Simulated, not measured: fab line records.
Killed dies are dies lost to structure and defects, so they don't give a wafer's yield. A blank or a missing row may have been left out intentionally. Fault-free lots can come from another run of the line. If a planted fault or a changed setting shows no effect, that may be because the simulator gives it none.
fab line records ; flow n5Finfet
record: lots: 3; wafers: 9; lastDay: 17
route steps=1938 shown BEOL_M4@1028 PASSIVATION@1936
lots that met no fault: taken from a fault-free run of the same line
startH: the number of hours between the record's first day and the start of the first shown wafer of the lot ; waitH: hours from the lot's prior step to this one ; " same as the row above ; L1.1+2: a row that stands for several wafers ; - no value, or no start was given ; * or withheld: withheld ; < > ~ a bound
route shown NAME@n: NAME is a module with steps in the file, n the number in the route of the first one ; usual: mean/standard deviation of fault-free wafers ; same: alike in all rows ; chamber/n: place in a boat ; sites: per-site readings ; _std_site: the values' standard deviation ; _edge_site: mean of outer sites minus mean of inner sites ; radiusMm: how far each site lies from the wafer's centre ; mask NAME#n: copy n ; behind: the most recent tool/chamber to have shaped the wafer ; hold: reason for holding the lot/hours on hold/outcome of the hold ; device: names the non-switching transistor (n, p or np) ; end of line: at the end of the route, the tests of the same wafers ; a step with no rows: only its recipe ; killed: dies that structure and defects cost at the first sort, which is not the same as the wafer's yield ; map: dies across one wafer; x = killed, . = not, _ = none there
set.NAME: the setting as run; set.NAME@STEP: as run at that earlier step ; model.NAME: the simulator's own value behind a step, which no gauge read
a table for each step, a row for each wafer; lots at some steps of the route
services: the hour from which a tool's chamber was out of use, counted from the record's first day as startH (under 0 if before that day), plus the number of hours and why
== steps ==
step: N5_BEOL_M4_COAT_05
recipe: resist: CAR-EUV; spinRpm: 1500; resistThkNm: 30
step: N5_BEOL_M4_EBR_07
recipe: solvent: PGMEA; ebrWidthMm: 1.5
step: N5_BEOL_M4_SOFTBAKE_06
recipe: tempC: 110; timeS: 60; resist: CAR-EUV
step: N5_BEOL_M4_EXPOSE_08
recipe: maskId: M4; na: 0.33; sourceShape: dipole; sigmaInner: 0.369; sigmaOuter: 0.767; polarization: unpolarized; doseMj: 41.25
step: N5_BEOL_M4_PEB_09
recipe: pebTempC: 100; pebTimeS: 60; resist: CAR-EUV
step: N5_BEOL_M4_DEVELOP_10
recipe: developTimeS: 30; developer: TMAH; resist: CAR-EUV; rinseLiquid: surfactantRinse; dry: airSpin; devTempC: 23
step: N5_BEOL_M4_DESCUM_16
recipe: chemistry: O2; timeS: 7; sourcePowerW: 50; biasPowerW: 20; pressureMtorr: 20; rfFrequencyHz: 2.712e+07; tempC: 40; resist: CAR-EUV; o2FlowSccm: 225
step: N5_BEOL_M4_ETCH_74
recipe: chemistry: N2/H2; target: underlayer; targetDepthA: 65; maskMaterial: CAR-EUV; timeS: 5.2; ionEnergyEv: 200; pressureMtorr: 30; sourceW: 840; biasW: 150; n2FlowSccm: 200; h2FlowSccm: 200; ends: cleared
step: N5_BEOL_M4_ETCH_63
recipe: chemistry: CF4; target: SiARC; targetDepthA: 156; maskMaterial: CAR-EUV; timeS: 26; ionEnergyEv: 80; pressureMtorr: 40; sourceW: 545; biasW: 36; Ar_flow_sccm: 100; cf4FlowSccm: 100; ends: cleared
step: N5_BEOL_M4_ETCH_64
recipe: chemistry: N2/H2; target: SOC; targetDepthA: 750; overetchA: 225; maskMaterial: SiARC; tempC: 40; timeS: 121.9; ionEnergyEv: 200; pressureMtorr: 30; sourceW: 840; biasW: 150; n2FlowSccm: 200; h2FlowSccm: 200
usual: drypumpMotorCurrentA: 5.9/0.5; oesProductAu: 0.57/0.069; rfVppV: 523.7/2.6; showerheadPlenumPTorr: 2.54/0.088; throttleValvePct: 17.79/0.24
same: timeS: 121.9
lot.wafer;tool;chamber;startH;waitH;drypumpMotorCurrentA;oesProductAu;rfHoursCounterH;rfVppV;showerheadPlenumPTorr;throttleValvePct;model.etch.depthNm;model.SiARC_of_BEOL_M4_COAT_62.thkNm;model.BEOL_M4.cdOffsetNm
L869.1;rieDiel-04;2;188.86;0.0;6.4;0.54;219;523.2;2.52;18.16;60.13;6.4;-0.6
L869.2;rieDiel-04;0;188.86;0.0;6.6;0.53;209;525.8;2.62;17.61;60.06;6.4;0
L869.3;rieDiel-04;3;188.86;0.0;6.1;0.60;124;521.3;2.45;17.61;60.11;6.2;-0.2
L881.1;rieDiel-04;1;272.48;0.0;6.1;0.73;3;526.1;2.61;17.28;60.24;6.4;0.4
L881.3;rieDiel-04;0;272.48;0.0;6.6;0.52;239;526.3;2.61;17.67;60.42;6.6;0
L881.5;rieDiel-04;3;272.48;0.0;6.1;0.55;-;519.9;2.44;17.68;53.08;8.8;-1.6
L885.2;rieDiel-03;0;303.67;0.0;5.3;0.52;234;522.6;2.49;17.89;60.16;6.6;-0.4
L885.3;rieDiel-03;1;303.67;0.0;6.6;0.61;101;521.6;2.47;17.60;60.17;6.2;-0.2
L885.5;rieDiel-03;1;303.67;0.0;6.6;0.61;-;521.3;2.47;17.59;60.25;6;-0.4
step: N5_BEOL_M4_STRIP_65
recipe: chemistry: N2/H2; tempC: 40; n2FlowSccm: 200; h2FlowSccm: 200; rfFrequencyHz: 6e+07
step: N5_BEOL_M4_STRIP_75
recipe: chemistry: N2/H2; tempC: 40; n2FlowSccm: 200; h2FlowSccm: 200; rfFrequencyHz: 6e+07
step: N5_BEOL_M4_STRIP_66
recipe: chemistry: CF4; resist: SiARC; powerW: 300; biasPowerW: 75; pressureMtorr: 50; cf4FlowSccm: 150; rfFrequencyHz: 6e+07
step: N5_BEOL_M4_HM_OPEN_17
recipe: chemistry: Cl2/BCl3; targetDepthA: 200; overetchA: 60; target: TiN; maskMaterial: SOC; ionEnergyEv: 150; pressureMtorr: 10; icpW: 1000; biasW: 126; Cl2_flow_sccm: 53.25; bcl3FlowSccm: 21.75; Ar_flow_sccm: 25
usual: drypumpMotorCurrentA: 5.5/0.45; oesProductAu: 0.63/0.052; throttleValvePct: 22.2/0.33
lot.wafer;tool;chamber;startH;waitH;drypumpMotorCurrentA;oesProductAu;rfHoursCounterH;throttleValvePct;model.BEOL_M4.cdOffsetNm
L869.1;rieMetal-03;0;189.03;0.0;4.8;0.59;71;22.1;-0.6
L869.2;rieMetal-03;1;189.03;0.0;5.9;0.55;104;22.7;0
L869.3;rieMetal-03;0;189.03;0.0;4.8;0.60;-;22.1;-0.4
L881.1;rieMetal-03;1;272.66;0.0;5.9;0.55;111;22.7;0.4
L881.3;rieMetal-03;0;272.66;0.0;4.8;0.59;-;22.2;-0.2
L881.5;rieMetal-03;0;272.66;0.0;4.8;0.47;-;22.4;-1.6
L885.2;rieMetal-02;0;303.84;0.0;5.5;0.64;46;22.2;-0.4
L885.3;rieMetal-02;0;303.84;0.0;5.5;0.64;-;22.2;0
L885.5;rieMetal-02;0;303.84;0.0;5.5;0.64;-;22.2;-0.2
step: N5_BEOL_M4_STRIP_19
recipe: chemistry: O2; powerW: 400; tempC: 40; pressureMtorr: 30; rfFrequencyHz: 6e+07; biasPowerW: 0; overashFraction: 0.2; o2FlowSccm: 225
step: N5_BEOL_M4_CD_MEAS_18
recipe: pitchNm: 36; targetCdNm: 18
usual: cdNm: 17.8/0.37
lot.wafer;tool;chamber;startH;waitH;cdNm
L869.1;cdSem-03;-;189.29;0.0;17.2
L869.2;cdSem-03;-;189.29;0.0;18.0
L869.3;cdSem-03;-;189.29;0.0;17.7
L881.1;cdSem-02;-;272.84;0.0;18.2
L881.3;cdSem-02;-;272.84;0.0;18.0
L881.5;cdSem-02;-;272.84;0.0;-
L885.2;cdSem-02;-;304.15;0.1;17.8
L885.3;cdSem-02;-;304.15;0.1;17.7
L885.5;cdSem-02;-;304.15;0.1;17.3
step: N5_BEOL_M4_COAT_67
recipe: resist: SOC; tempC: 250; timeS: 60; spinRpm: 1500; resistThkNm: 60
step: N5_BEOL_M4_COAT_68
recipe: resist: SiARC; tempC: 220; timeS: 60; spinRpm: 1500; resistThkNm: 12
step: N5_BEOL_M4_COAT_76
recipe: resist: underlayer; tempC: 205; timeS: 60; spinRpm: 1500; resistThkNm: 5
step: N5_BEOL_M4_COAT_22
recipe: resist: CAR-EUV; spinRpm: 1500; resistThkNm: 30
step: N5_BEOL_M4_EBR_24
recipe: solvent: PGMEA; ebrWidthMm: 1.5
step: N5_BEOL_M4_SOFTBAKE_23
recipe: tempC: 110; timeS: 60; resist: CAR-EUV
step: N5_BEOL_M4_EXPOSE_25
recipe: maskId: V3; na: 0.33; sourceShape: quasar; sigmaInner: 0.2; sigmaOuter: 0.8; polarization: unpolarized; defocusNm: 5; doseMj: 63
step: N5_BEOL_M4_PEB_26
recipe: pebTempC: 100; pebTimeS: 60; resist: CAR-EUV
step: N5_BEOL_M4_DEVELOP_27
recipe: developTimeS: 30; developer: TMAH; resist: CAR-EUV; rinseLiquid: surfactantRinse; dry: airSpin; devTempC: 23
step: N5_BEOL_M4_DESCUM_33
recipe: chemistry: O2; timeS: 7; sourcePowerW: 50; biasPowerW: 20; pressureMtorr: 20; rfFrequencyHz: 2.712e+07; tempC: 40; resist: CAR-EUV; o2FlowSccm: 225
step: N5_BEOL_M4_ETCH_77
recipe: chemistry: N2/H2; target: underlayer; targetDepthA: 65; maskMaterial: CAR-EUV; timeS: 5.2; ionEnergyEv: 200; pressureMtorr: 30; sourceW: 840; biasW: 150; n2FlowSccm: 200; h2FlowSccm: 200; ends: cleared
step: N5_BEOL_M4_ETCH_69
recipe: chemistry: CF4; target: SiARC; targetDepthA: 156; maskMaterial: CAR-EUV; timeS: 26; ionEnergyEv: 80; pressureMtorr: 40; sourceW: 545; biasW: 36; Ar_flow_sccm: 100; cf4FlowSccm: 100; ends: cleared
step: N5_BEOL_M4_ALD_98
recipe: material: SiO2; targetThkA: 25; tempC: 100; aldPrecursorFamily: BDEAS; aldCoReactant: O2-plasma; pulseTimeS: 1; coReactantPulseTimeS: 1; purgeTimeS: 2; coReactantPurgeTimeS: 2; aldCycles: 17; pressureTorr: 2
step: N5_BEOL_M4_ETCHBACK_99
recipe: chemistry: CHF3; target: SiO2; targetDepthA: 50; timeS: 10.4; sourceW: 215; biasW: 47; Ar_flow_sccm: 200; CHF3_flow_sccm: 12; ionEnergyEv: 100; pressureMtorr: 30
usual: drypumpMotorCurrentA: 5.9/0.48; oesProductAu: 0.77/0.11; rfVppV: 239/4.3; showerheadPlenumPTorr: 2.17/0.073; throttleValvePct: 16.98/0.25
same: timeS: 10.4
lot.wafer;tool;chamber;startH;waitH;drypumpMotorCurrentA;oesProductAu;rfHoursCounterH;rfVppV;showerheadPlenumPTorr;throttleValvePct
L869.1;rieDiel-04;0;190.90;0.8;6.6;0.69;210;244;2.22;16.91
L869.2;rieDiel-04;2;190.90;0.8;6.3;0.69;220;236;2.11;17.33
L869.3;rieDiel-04;1;190.90;0.8;6.1;0.69;237;239;2.20;16.89
L881.1;rieDiel-05;2;277.82;4.0;6.0;0.95;22;240;2.28;16.84
L881.3;rieDiel-05;1;277.82;4.0;5.0;0.69;231;234;2.12;16.97
L881.5;rieDiel-05;2;277.82;4.0;6.0;0.35;-;240;2.28;16.81
L885.2;rieDiel-03;3;307.42;2.5;5.5;0.84;88;243;2.10;17.17
L885.3;rieDiel-03;0;307.42;2.5;5.4;0.68;235;237;2.13;17.23
L885.5;rieDiel-03;3;307.42;2.5;5.5;0.84;-;242;2.10;17.17
step: N5_BEOL_M4_ETCH_70
recipe: chemistry: N2/H2; target: SOC; targetDepthA: 800; overetchA: 240; maskMaterial: SiARC; tempC: 40; timeS: 130; ionEnergyEv: 200; pressureMtorr: 30; sourceW: 840; biasW: 150; n2FlowSccm: 200; h2FlowSccm: 200
step: N5_BEOL_M4_STRIP_71
recipe: chemistry: N2/H2; tempC: 40; n2FlowSccm: 200; h2FlowSccm: 200; rfFrequencyHz: 6e+07
step: N5_BEOL_M4_STRIP_78
recipe: chemistry: N2/H2; tempC: 40; n2FlowSccm: 200; h2FlowSccm: 200; rfFrequencyHz: 6e+07
step: N5_BEOL_M4_STRIP_83
recipe: chemistry: C4F6/O2; resist: SiARC; rfFrequencyHz: 6e+07
step: N5_BEOL_M4_STRIP_36
recipe: chemistry: N2/H2; powerW: 450; tempC: 40; pressureMtorr: 20; rfFrequencyHz: 6e+07; overashFraction: 0.3; biasPowerW: 7; h2Frac: 0.5; n2FlowSccm: 200; h2FlowSccm: 200
step: N5_BEOL_M4_OCD_MEAS_38
usual: trenchDepthNm: 55.3/1.2
lot.wafer;tool;chamber;startH;waitH;trenchDepthNm
L869.1;ocd-01;-;191.30;-;53.2
L869.2;ocd-01;-;191.30;-;53.7
L869.3;ocd-01;-;191.30;-;55.7
L881.1;ocd-01;-;278.22;-;57.1
L881.3;ocd-01;-;278.22;-;54.3
L881.5;ocd-01;-;278.22;-;-
L885.2;ocd-01;-;307.82;-;56.8
L885.3;ocd-01;-;307.82;-;54.5
L885.5;ocd-01;-;307.82;-;56.9
step: N5_BEOL_M4_RC_MEAS_101
usual: DIBL_N: 36.6/1.7; DIBL_P: 36.7/2; IOFF_N: 0.16/0.033; IOFF_P: 0.22/0.04; ION_N: 673/12; ION_P: 463/7.9; SS_N: 71.7/0.58; SS_P: 73.3/0.64; VT_N: 249/3.3; VT_P: -249/3.1
lot.wafer;tool;chamber;startH;waitH;DIBL_N[mV/V];DIBL_P[mV/V];IOFF_N[nA/um];IOFF_P[nA/um];ION_N[uA/um];ION_P[uA/um];SS_N[mV/dec];SS_P[mV/dec];VT_N[mV];VT_P[mV]
L869.1;prober-02;0;195.37;0.0;34.0;34.6;0.15;0.20;665;459;72.2;72.4;251;-251
L869.2;prober-02;0;195.37;0.0;35.5;35.7;0.18;0.22;676;456;72.0;73.1;247;-252
L869.3;prober-02;0;195.37;0.0;35.5;37.2;0.18;0.25;675;465;72.1;73.1;246;-249
L881.1;prober-02;0;282.18;0.0;37.1;38.5;0.17;0.23;686;469;71.4;73.2;249;-250
L881.3;prober-02;0;282.18;0.0;37.4;38.7;0.18;0.23;667;459;72.0;73.9;249;-251
L885.2;prober-02;0;314.12;0.2;39.2;41.4;0.23;0.29;689;466;73.0;74.5;243;-247
L885.3;prober-02;0;314.12;0.2;37.3;38.4;0.19;0.23;685;463;72.0;73.6;245;-250
L885.5;prober-02;0;314.12;0.2;35.0;36.1;0.14;0.19;670;458;71.7;73.1;252;-251
step: N5_PASSIVATION_PROBE_49
usual: defectLimitedYield: 91.1/1.4; killed_at_M0_to_M3: 34/11; killed_at_M4_up: 14/5.7; killedAtContacts: 14/6.9; killedAtFrontEnd: 40/11; killedAtOther: 4/3.1; killedDies: 105/17; killedOnRim: 14/4.1; killedOpen: 70/13; killedShort: 34/7.6; sort_bin_5_function: 5.3/0.95; sort_bin_6_memory: 3.3/0.64; sortNPass: 1075/17; sortYieldPct: 91.1/1.4
same: grossDies: 1180; killedAtBackSide: 0; sort_bin_4_leakage[%]: 0; sort_bin_8_speed[%]: 0
lot.wafer;tool;chamber;startH;waitH;defectLimitedYield[%];killed_at_M0_to_M3;killed_at_M4_up;killedAtContacts;killedAtFrontEnd;killedAtOther;killedDies;killedOnRim;killedOpen;killedShort;sort_bin_5_function[%];sort_bin_6_memory[%];sortNPass;sortYieldPct[%]
L869.1;prober-01;-;309.04;0.0;88.6;42;14;15;64;0;135;17;84;50;7.0;3.9;1045;88.6
L869.2;prober-01;-;309.09;0.1;91.9;26;12;21;34;2;95;12;66;28;4.2;3.7;1085;91.9
L869.3;prober-01;-;309.14;0.1;92.0;30;10;16;36;2;94;12;70;23;4.2;3.6;1086;92.0
L881.1;prober-02;-;378.85;0.0;91.4;23;27;5;46;0;101;10;74;26;5.1;3.4;1079;91.4
L881.3;prober-02;-;378.95;0.1;88.9;33;30;21;46;1;131;16;97;32;7.0;3.8;1049;88.9
L881.5;prober-02;-;379.05;0.2;0;22;1075;8;70;5;1180;152;89;29;95.8;4.0;0;0
L885.2;prober-01;-;413.97;0.1;90.4;33;26;7;46;1;113;8;74;37;5.3;3.9;1067;90.4
L885.3;prober-01;-;414.02;0.1;91.2;42;7;8;47;0;104;11;76;27;5.1;3.5;1076;91.2
L885.5;prober-01;-;414.12;0.2;90.9;38;9;15;42;3;107;13;69;36;4.6;3.9;1073;90.9
killed by level:class
L869.1 FIN_SAQP:geometricParticle:open=21 FIN_SAQP:geometricParticle:short=18 BEOL_M0_SAQP:geometricParticle:open=16 MOL_CONTACT_COAG:geometricParticle:open=11 BEOL_M0_SAQP:geometricParticle:short=11 DUMMY_GATE:geometricParticle:open=6 BEOL_M7:geometricParticle:open=4 MOL_CONTACT_COAG:geometricParticle:short=4
L869.2 MOL_CONTACT_COAG:geometricParticle:open=20 BEOL_M4:geometricParticle:open=8 BEOL_M2:geometricParticle:open=7 FIN_SAQP:geometricParticle:open=6 BEOL_M3:geometricParticle:open=6 DUMMY_GATE:geometricParticle:short=5 DUMMY_GATE:geometricParticle:open=5 BEOL_M0_SAQP:geometricParticle:short=5
L869.3 FIN_SAQP:geometricParticle:open=12 MOL_CONTACT_COAG:geometricParticle:open=12 FIN_SAQP:geometricParticle:short=7 BEOL_M2:geometricParticle:open=7 BEOL_M0_SAQP:geometricParticle:short=6 BEOL_M0:geometricParticle:open=6 BEOL_M3:geometricParticle:open=6 MOL_CONTACT_COAG:geometricParticle:short=4
L881.1 BEOL_M4:geometricParticle:open=14 DUMMY_GATE:geometricParticle:open=9 FIN_SAQP:geometricParticle:open=8 STI_FIN_REVEAL:geometricParticle:open=8 BEOL_M0_SAQP:geometricParticle:open=7 BEOL_M3:geometricParticle:open=7 FIN_SAQP:geometricParticle:short=6 BEOL_M0_SAQP:geometricParticle:short=5
L881.3 MOL_CONTACT_COAG:geometricParticle:open=17 BEOL_M4:geometricParticle:open=15 BEOL_M3:geometricParticle:open=10 FIN_SAQP:geometricParticle:open=9 DUMMY_GATE:geometricParticle:open=9 BEOL_M0_SAQP:geometricParticle:short=9 STI_FIN_REVEAL:geometricParticle:open=6 STARTING-WAFER:geometricParticle:open=5
L881.5 BEOL_M4:areaEtch=1062 FIN_SAQP:geometricParticle:open=18 STI_FIN_REVEAL:geometricParticle:open=18 BEOL_M0_SAQP:geometricParticle:open=12 FIN_SAQP:geometricParticle:short=9 BEOL_M4:geometricParticle:open=9 DUMMY_GATE:geometricParticle:open=8 MOL_CONTACT_COAG:geometricParticle:open=7
L885.2 STI_FIN_REVEAL:geometricParticle:open=16 BEOL_M0_SAQP:geometricParticle:short=11 BEOL_M4:geometricParticle:open=11 BEOL_M0_SAQP:geometricParticle:open=8 GATE_CUT:geometricParticle:short=7 DUMMY_GATE:geometricParticle:open=6 STI_FIN_REVEAL:geometricParticle:short=6 MOL_CONTACT_COAG:geometricParticle:open=6
L885.3 STI_FIN_REVEAL:geometricParticle:open=18 BEOL_M0_SAQP:geometricParticle:open=15 FIN_SAQP:geometricParticle:open=9 BEOL_M0_SAQP:geometricParticle:short=9 MOL_CONTACT_COAG:geometricParticle:open=6 BEOL_M1:geometricParticle:open=6 BEOL_M2:geometricParticle:open=6 STI_FIN_REVEAL:geometricParticle:short=4
L885.5 BEOL_M0_SAQP:geometricParticle:open=14 FIN_SAQP:geometricParticle:open=13 MOL_CONTACT_COAG:geometricParticle:open=13 BEOL_M0_SAQP:geometricParticle:short=12 FIN_SAQP:geometricParticle:short=9 STI_FIN_REVEAL:geometricParticle:open=7 DUMMY_GATE:geometricParticle:open=6 GATE_CUT:geometricParticle:short=4
map L881.5 (x killed, . not)
_________________xxxxxxxxxxxx________________
______________xxxxxxxxxxxxxxxxxx_____________
___________xxxxxxxxxxxxxxxxxxxxxxxx__________
__________xxxxxxxxxxxxxxxxxxxxxxxxxx_________
________xxxxxxxxxxxxxxxxxxxxxxxxxxxxxx_______
_______xxxxxxxxxxxxxxxxxxxxxxxxxxxxxxxx______
______xxxxxxxxxxxxxxxxxxxxxxxxxxxxxxxxxx_____
_____xxxxxxxxxxxxxxxxxxxxxxxxxxxxxxxxxxxx____
____xxxxxxxxxxxxxxxxxxxxxxxxxxxxxxxxxxxxxx___
___xxxxxxxxxxxxxxxxxxxxxxxxxxxxxxxxxxxxxxxx__
___xxxxxxxxxxxxxxxxxxxxxxxxxxxxxxxxxxxxxxxx__
__xxxxxxxxxxxxxxxxxxxxxxxxxxxxxxxxxxxxxxxxxx_
__xxxxxxxxxxxxxxxxxxxxxxxxxxxxxxxxxxxxxxxxxx_
_xxxxxxxxxxxxxxxxxxxxxxxxxxxxxxxxxxxxxxxxxxxx
_xxxxxxxxxxxxxxxxxxxxxxxxxxxxxxxxxxxxxxxxxxxx
_xxxxxxxxxxxxxxxxxxxxxxxxxxxxxxxxxxxxxxxxxxxx
_xxxxxxxxxxxxxxxxxxxxxxxxxxxxxxxxxxxxxxxxxxxx
_xxxxxxxxxxxxxxxxxxxxxxxxxxxxxxxxxxxxxxxxxxxx
_xxxxxxxxxxxxxxxxxxxxxxxxxxxxxxxxxxxxxxxxxxxx
_xxxxxxxxxxxxxxxxxxxxxxxxxxxxxxxxxxxxxxxxxxxx
_xxxxxxxxxxxxxxxxxxxxxxxxxxxxxxxxxxxxxxxxxxxx
__xxxxxxxxxxxxxxxxxxxxxxxxxxxxxxxxxxxxxxxxxx_
__xxxxxxxxxxxxxxxxxxxxxxxxxxxxxxxxxxxxxxxxxx_
___xxxxxxxxxxxxxxxxxxxxxxxxxxxxxxxxxxxxxxxx__
___xxxxxxxxxxxxxxxxxxxxxxxxxxxxxxxxxxxxxxxx__
____xxxxxxxxxxxxxxxxxxxxxxxxxxxxxxxxxxxxxx___
_____xxxxxxxxxxxxxxxxxxxxxxxxxxxxxxxxxxxx____
______xxxxxxxxxxxxxxxxxxxxxxxxxxxxxxxxxx_____
_______xxxxxxxxxxxxxxxxxxxxxxxxxxxxxxxx______
________xxxxxxxxxxxxxxxxxxxxxxxxxxxxxx_______
__________xxxxxxxxxxxxxxxxxxxxxxxxxx_________
___________xxxxxxxxxxxxxxxxxxxxxxxx__________
______________xxxxxxxxxxxxxxxxxx_____________
_________________xxxxxxxxxxxx________________
map L869.1 (x killed, . not)
_________________............________________
______________.................._____________
___________..x............x...x....__________
__________.x...............x......x._________
________................x.....x..x...x_______
_______......................x.........______
______.......x...........x.....x.x......_____
_____......................x.....x.......____
____.xx...x...x.....x.....x..x............___
___........x.....x.....................x..x__
___....xx......x.x.......x.......x...x.....__
__.............x...x........x............x.._
__....x.x...............x...xx.............._
_........x......................x....x.x.....
_..........................................x.
_.....x.............x..x.........x.......x...
_.xx.....x.....x......x..x..x................
_.........x.x.....xx.............x...x.....x.
_...x......x............xx..x.....x....x..x..
_.....xxx.......xxx..x................x......
_.......x........x....x.....x.x.x.....x......
__..............................x.....x....._
__......x...x.....x.......................x._
___.......x...x.....................x......__
___.x.....x.........x.x........x..........x__
____.....................x............xxx.___
_____.......xx....................x.....x____
______..x......x..x....................._____
_______........x......x......x.......x.______
________..x.....x..........x...x..xx.._______
__________............x............._________
___________.....x.....x..x.........__________
______________x............x.x.._____________
_________________.....x......________________
== services ==
tool;chamber;startH;hours;kind
rieMetal-03;0;169.80;2.5;repair
rieDiel-05;-;172.74;15.6;pm
rieDiel-05;2;209.68;-;clean
rieDiel-05;2;209.68;-;consumableReplace:focusRing
rieDiel-04;-;223.43;2.3;repair
rieDiel-04;1;231.41;-;clean
rieDiel-04;1;231.41;-;consumableReplace:focusRing
rieDiel-04;1;231.41;34.0;scheduledDown
rieDiel-04;1;231.41;34.0;ventCycle
rieDiel-03;1;242.80;8.4;repair
rieMetal-02;1;247.55;14.2;repair
rieDiel-03;2;252.65;-;clean
rieDiel-03;2;252.65;-;consumableReplace:focusRing
rieDiel-03;2;252.65;16.5;scheduledDown
rieDiel-03;2;252.65;16.5;ventCycle
rieDiel-04;3;254.77;12.9;repair
rieDiel-04;2;268.27;-;clean
rieDiel-04;2;268.27;-;consumableReplace:focusRing
rieDiel-04;2;268.27;18.8;scheduledDown
rieDiel-04;2;268.27;18.8;ventCycle
rieDiel-04;0;305.58;-;clean
rieDiel-04;0;305.58;-;consumableReplace:focusRing
rieDiel-04;0;305.58;15.4;scheduledDown
rieDiel-04;0;305.58;15.4;ventCycle
== key ==
firstSign: step: N5_BEOL_M4_HM_OPEN_17; reading: oesProductAu; direction: down; sigmas: 3; usual: 0.63; struck: 0.47
effect: step: N5_BEOL_M4_CD_MEAS_18; reading: cdNm; direction: missing
effect: step: N5_BEOL_M4_ETCHBACK_99; reading: oesProductAu; direction: down; sigmas: 3.8; usual: 0.77; struck: 0.35
effect: step: N5_BEOL_M4_OCD_MEAS_38; reading: trenchDepthNm; direction: missing
effect: step: N5_PASSIVATION_PROBE_49; reading: killed_at_M4_up; direction: up; sigmas: 99+; usual: 14; struck: 1075
modelEffect: step: N5_BEOL_M4_ETCH_64; value: etch.depthNm; without: 60.43; struck: 53.08
modelEffect: step: N5_BEOL_M4_HM_OPEN_17; value: BEOL_M4.cdOffsetNm; without: -0.6; struck: -1.6
moreKillsBornAt: N5_BEOL_M4_ETCH_64@rieDiel-04: 1062
metAt N5_BEOL_M4_ETCH_64
struckWafers L881.5
laterRowsLeftOut L881.5
onsetBetween 188.86 272.48
fault: kind: processParameterDrift; tool: rieDiel-04; chamber: -; onsetH: 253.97; steps: N5_BEOL_M4_ETCH_64; channel: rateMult; offset: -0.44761; shape: step; endH: 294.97; scope: struckWafersOnly
laterRowsLeftOut: the simulator's readings of these wafers behind a module that went badly wrong aren't trusted and aren't shown, but for the sort
